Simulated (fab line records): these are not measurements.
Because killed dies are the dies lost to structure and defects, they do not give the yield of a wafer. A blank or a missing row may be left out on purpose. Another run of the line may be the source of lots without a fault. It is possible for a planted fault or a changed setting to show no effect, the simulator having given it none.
Which tool was responsible? -- flow nand_harc -- 33 wafers from 11 lots sampled at 8 of the route's 1159 steps

## WHAT EACH GAUGE READ, for each wafer
NHARC_A_CHANNEL_HOLE_D1_CD_MEAS_10: target cd 100 nm. Usual: cd_nm reads 100.1 nm (standard deviation 0.48).
lot,measured,on,cd_nm (nm),flag
L593,day 8 10:51,cd_sem-02,100.2 100.2 99.8,
L595,day 8 19:10,cd_sem-03,100.4 100.4 100.3,
L599,day 9 19:22,cd_sem-02,99.5 99.6 99.8,
L598,day 9 19:26,cd_sem-01,100.1 99.6 99.7,
L601,day 10 14:50,cd_sem-03,100.2 99.8 99.9,
L600,day 10 16:03,cd_sem-01,100.4 100.1 100.9,
L605,day 11 06:19,cd_sem-01,100.0 100.1 100.4,
L604,day 11 13:58,cd_sem-03,104.7 103.9 104.8,OFF
L608,day 12 07:27,cd_sem-02,102.5 102.4 103.0,OFF
L612,day 13 06:40,cd_sem-02,100.1 99.8 101.5,
L615,day 14 07:17,cd_sem-02,99.7 100.7 101.0,

NHARC_A_CHANNEL_HOLE_D1_CD_MEAS_18. Usual: cd_nm reads 99.1 nm (standard deviation 2.2).
lot,measured,on,cd_nm (nm),flag
L593,day 8 12:08,cd_sem-03,100.1 97.8 98.0,
L595,day 8 20:27,cd_sem-01,96.2 95.7 101.7,
L599,day 9 20:39,cd_sem-03,99.0 98.8 102.6,
L598,day 9 20:44,cd_sem-03,100.4 99.8 99.2,
L601,day 10 16:13,cd_sem-01,100.6 95.6 102.6,
L600,day 10 17:22,cd_sem-02,102.8 96.4 97.8,
L605,day 11 08:05,cd_sem-02,97.9 95.8 97.8,
L604,day 11 15:16,cd_sem-03,102.9 98.4 100.0,
L608,day 12 08:46,cd_sem-02,101.7 98.1 102.8,
L612,day 13 07:58,cd_sem-01,100.8 96.1 101.1,
L615,day 14 08:34,cd_sem-03,99.2 99.3 97.8,

NHARC_A_CHANNEL_HOLE_D1_CD_MEAS_30. Usual: cd_nm reads 89.9 nm (standard deviation 1.1).
lot,measured,on,cd_nm (nm),flag
L593,day 8 17:45,cd_sem-03,90.6 91.4 87.3,
L595,day 9 02:07,cd_sem-02,91.8 91.4 90.9,
L599,day 10 02:16,cd_sem-03,89.6 87.8 91.2,
L598,day 10 02:22,cd_sem-01,88.8 90.6 89.6,
L601,day 10 21:49,cd_sem-03,90.7 89.1 88.8,
L600,day 10 23:00,cd_sem-02,88.3 90.6 90.1,
L605,day 11 15:37,cd_sem-02,87.2 89.9 89.1,
L604,day 11 20:52,cd_sem-01,94.1 93.8 93.7,OFF
L608,day 12 14:21,cd_sem-02,93.6 93.9 92.7,OFF
L612,day 13 13:34,cd_sem-03,90.4 88.6 90.7,
L615,day 14 16:32,cd_sem-03,89.0 90.4 90.0,

NHARC_END_SORT_01. Usual: killed_at_array 26, standard deviation 11; killed_at_other 0.4, standard deviation 0.78; killed_at_periphery 3.4, standard deviation 2.4; killed_dies 29, standard deviation 11; killed_open 3.1, standard deviation 1.9; killed_short 1.9, standard deviation 1.4.
lot,measured,on,killed_at_array,killed_at_other,killed_at_periphery,killed_dies,killed_open,killed_short,flag
L598,day 23 20:38,prober-02,14,0,1,15,1,1,
L601,day 24 08:08,prober-02,16 13,0 1,1 3,17 17,2 2,4 0,
L600,day 24 01:13,prober-02,26,0,2,28,2,1,
L604,day 24 15:58,prober-02,22 25 18,0 1 1,1 7 7,23 33 26,3 6 8,4 0 1,

## TOOL THAT RAN EACH LOT (tool first, then ch and the chambers of the sampled wafers, then the start)
lot,NHARC_A_ONON_D1_DEP_33,NHARC_A_CHANNEL_HOLE_D1_PEB_08,NHARC_A_CHANNEL_HOLE_D1_ETCH_38,NHARC_A_CHANNEL_HOLE_D1_XSEM_31
L593,"pecvd-02 ch 1,2, day 8 03:46","litho_track-01 ch 0, day 8 10:46","rie_diel-07 ch 1,2,3, day 8 11:08","xsem-02 ch 0, day 8 17:50"
L595,"pecvd-02 ch 0,2, day 8 15:50","litho_track-06 ch 0, day 8 19:05","rie_diel-07 ch 0,1, day 8 19:26","xsem-01 ch 0, day 9 02:12"
L599,"pecvd-03 ch 0,2, day 9 16:07","litho_track-06 ch 0, day 9 19:17","rie_diel-07 ch 0,1,3, day 9 19:38","xsem-01 ch 0, day 10 02:21"
L598,"pecvd-02 ch 0,1, day 9 16:13","litho_track-01 ch 0, day 9 19:21","rie_diel-11 ch 0,1, day 9 19:42","xsem-02 ch 0, day 10 02:28"
L601,"pecvd-03 ch 1,2, day 10 11:31","litho_track-06 ch 0, day 10 14:46","rie_diel-11 ch 1,3, day 10 15:08","xsem-01 ch 0, day 10 21:54"
L600,"pecvd-03 ch 1,2, day 10 11:47","litho_track-01 ch 0, day 10 15:58","rie_diel-02 ch 1,2,3, day 10 16:20","xsem-02 ch 0, day 10 23:06"
L605,"pecvd-03 ch 0,2, day 11 00:20","litho_track-06 ch 0, day 11 06:13","rie_diel-11 ch 1,2,3, day 11 06:35","xsem-01 ch 0, day 11 15:41"
L604,"pecvd-03 ch 1,2, day 11 10:27","litho_track-06 ch 0, day 11 13:53","rie_diel-11 ch 1,2,3, day 11 14:14","xsem-02 ch 0, day 11 20:58"
L608,"pecvd-03 ch 0,1,2, day 12 04:13","litho_track-06 ch 0, day 12 07:22","rie_diel-02 ch 0,2,3, day 12 07:43","xsem-01 ch 0, day 12 14:26"
L612,"pecvd-03 ch 0,1, day 13 03:29","litho_track-04 ch 0, day 13 06:35","rie_diel-11 ch 0,1,3, day 13 06:56","xsem-01 ch 0, day 13 13:38"
L615,"pecvd-01 ch 1,2, day 14 01:37","litho_track-01 ch 0, day 14 07:12","rie_diel-02 ch 1,2, day 14 07:33","xsem-02 ch 0, day 14 16:38"
- NHARC_A_ONON_D1_DEP_33: deposits SiO2, target thk 200 nm.
- NHARC_A_CHANNEL_HOLE_D1_PEB_08: peb time 65 s.
- NHARC_A_CHANNEL_HOLE_D1_ETCH_38: etches the open film in CF4, target depth 39 nm, time 65 s.
- NHARC_A_CHANNEL_HOLE_D1_XSEM_31

## AS READ BY THE TOOLS THEMSELVES (means over the sampled wafers that have a number; for cases with no such wafer, the mark the record gives instead)
NHARC_A_ONON_D1_DEP_33. Usual: heater_power_w 551 W, standard deviation 130; throttle_valve_pct 16.2 %, standard deviation 0.55.
lot,tool,heater_power_w (W),throttle_valve_pct (%),flag
L593,pecvd-02,464,16.5,
L595,pecvd-02,541,15.9,
L599,pecvd-03,708,16.4,
L598,pecvd-02,620,16.3,
L601,pecvd-03,534,16.0,
L600,pecvd-03,515,16.2,
L605,pecvd-03,549,16.0,
L604,pecvd-03,458,16.4,
L608,pecvd-03,592,16.3,
L612,pecvd-03,651,17.0,
L615,pecvd-01,541,15.9,

NHARC_A_CHANNEL_HOLE_D1_PEB_08. Usual: exhaust_pa 45.1 Pa, standard deviation 0.92; heater_power_total_W 156.6 W, standard deviation 0.44; plate_temp_C 100.00 C, standard deviation 0.12.
lot,tool,exhaust_pa (Pa),heater_power_total_W (W),plate_temp_C (C),flag
L593,litho_track-01,45.1,156.4,100.04,
L595,litho_track-06,44.6,156.9,100.02,
L599,litho_track-06,45.5,156.8,100.10,
L598,litho_track-01,44.6,156.0,100.02,
L601,litho_track-06,45.9,156.6,99.87,
L600,litho_track-01,44.9,156.8,100.12,
L605,litho_track-06,45.1,156.5,100.08,
L604,litho_track-06,45.5,160.0,101.53,OFF
L608,litho_track-06,46.0,160.1,101.44,OFF
L612,litho_track-04,46.4,156.8,99.95,
L615,litho_track-01,43.7,156.4,100.01,

NHARC_A_CHANNEL_HOLE_D1_ETCH_38. Usual: drypump_motor_current_A 5.6 A, standard deviation 0.34; oes_product_au 1.001 a.u., standard deviation 0.0094; rf_vpp_V 151.2 V, standard deviation 1.2; showerhead_plenum_p_Torr 1.77 Torr, standard deviation 0.086; throttle_valve_pct 13.285 %, standard deviation 0.0081.
lot,tool,drypump_motor_current_A (A),oes_product_au (a.u.),rf_vpp_V (V),showerhead_plenum_p_Torr (Torr),throttle_valve_pct (%),flag
L593,rie_diel-07,6.0,0.994,150.4,1.76,13.282,
L595,rie_diel-07,5.3,1.012,151.4,1.77,13.282,
L599,rie_diel-07,5.6,1.011,150.1,1.74,13.282,
L598,rie_diel-11,5.5,1.000,150.7,1.73,13.288,
L601,rie_diel-11,5.4,1.003,150.1,1.67,13.283,
L600,rie_diel-02,5.6,0.996,151.0,1.75,13.287,
L605,rie_diel-11,5.7,1.010,150.5,1.73,13.291,
L604,rie_diel-11,5.7,1.003,150.9,1.73,13.297,
L608,rie_diel-02,5.6,1.001,153.0,1.82,13.287,
L612,rie_diel-11,5.4,1.001,150.7,1.73,13.285,
L615,rie_diel-02,5.8,1.010,150.2,1.72,13.286,

NHARC_A_CHANNEL_HOLE_D1_XSEM_31. Usual: bot_cd_nm 74.5 nm, standard deviation 1.3; bow_nm 8.67 nm, standard deviation 0.19; tilt_deg 0.07 degrees, standard deviation 0.038.
lot,tool,bot_cd_nm (nm),bow_nm (nm),tilt_deg (degrees),flag
L593,xsem-02,73.7,8.60,0.12,
L595,xsem-01,75.6,8.81,0.15,
L599,xsem-01,74.4,8.92,0.05,
L598,xsem-02,74.6,8.58,-0.02,
L601,xsem-01,73.8,8.71,0.07,
L600,xsem-02,74.1,9.04,0.04,
L605,xsem-01,72.9,8.57,0.02,
L604,xsem-02,79.2,8.50,0.06,OFF
L608,xsem-01,77.3,8.48,0.06,
L612,xsem-01,74.8,8.98,0.04,
L615,xsem-02,75.2,8.72,0.05,

## THE ANSWER, worked out from the rows above alone
Rule: lot off if the mean of its wafers having a number is beyond 3 standard deviations from the usual mean. A lot without any number at a reading at which 4 lots or more have one is off too. All remaining lots with rows at the step are treated as sound. After the gauges, taken in route order, come the tools' own readings; for these a lot's mean is taken, as printed above. The first step at which some lot is off is used, and at that step the reading that is off furthest; a lot without a number counts as furthest.
Off at NHARC_A_CHANNEL_HOLE_D1_CD_MEAS_10 (cd_nm): L604, L608.
A tool fits if, at a process step before that reading, it ran every lot that is off, and no sound lot after the first of them. Not tried: the gauges at NHARC_A_CHANNEL_HOLE_D1_CD_MEAS_10; whatever is off there is also off at NHARC_A_CHANNEL_HOLE_D1_PEB_08, on other tools, and gauge error can't account for it. One fits: NHARC_A_CHANNEL_HOLE_D1_PEB_08 on litho_track-06. Its last sound lot is L605 (day 11 06:13), its first lot that is off L604 (day 11 13:53): a fault that began between those two fits.
The tool's own readings at NHARC_A_CHANNEL_HOLE_D1_PEB_08 bear it out: on the lots that are off they differ by more than 5 times the standard deviation of the sound lots' means. heater_power_total_W reads 160.1 W there against 156.6 W on the sound lots; plate_temp_C reads 101.48 C there against 100.02 C on the sound lots.

## WHAT HAD BEEN PUT IN BY THE SIMULATOR
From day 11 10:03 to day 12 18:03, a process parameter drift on litho_track-06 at NHARC_A_CHANNEL_HOLE_D1_PEB_08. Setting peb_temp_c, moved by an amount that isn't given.
Shown lots that were struck: L604, L608. This agrees with what the rule above found.
